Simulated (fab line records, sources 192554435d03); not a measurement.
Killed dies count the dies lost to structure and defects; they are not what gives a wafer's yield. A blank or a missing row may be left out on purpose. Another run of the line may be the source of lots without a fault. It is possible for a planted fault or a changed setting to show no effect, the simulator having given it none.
Matching of chambers    flow n5Finfet    rieDiel-05 running N5_BEOL_M8_ETCH_62: 4 sister chambers
The step etches SOC in N2/H2, target depth 110 nm, overetch 22 nm, time 165 s. 4 wafers are shown with their chamber, then 11 later ones without.

WAFERS PAIRED WITH THEIR CHAMBERS
wafer   chamber  drypumpMotorCurrentA (A)
L083.4  1        6.6
L082.6  2        5.4
L085.5  3        5.1
L087.2  0        5.3

WAFERS MISSING THEIR CHAMBER
wafer   drypumpMotorCurrentA (A)
L087.4  5.1
L087.6  5.3
L093.1  6.6
L093.3  5.5
L093.4  6.6
L096.1  5.1
L096.4  5.3
L096.5  5.1
L097.1  6.6
L097.4  5.1
L097.6  5.5

THE CHAMBER EACH PASSED THROUGH
wafer   from the rows above  in truth
L087.4  3                    3
L087.6  0                    0
L093.1  1                    1
L093.3  2                    2
L093.4  1                    1
L096.1  3                    3
L096.4  0                    0
L096.5  3                    3
L097.1  1                    1
L097.4  3                    3
L097.6  2                    2
Correct placement for 11 of the 11. Not placeable from these rows: 0. 0 placed wrongly.
How it was worked out, from the rows above alone: a wafer's distance from a chamber is the root of the sum, over the readings, of the square of ((its reading less the chamber's mean) divided by the reading's scatter). The wafer belongs to the nearest chamber; if the next one is less than 2 further off, it can't be placed. For every chamber, the mean is computed from those of its wafers that are shown. The scatter: root of mean squared gap, hidden wafer to nearest shown wafer, with one shown wafer a chamber.
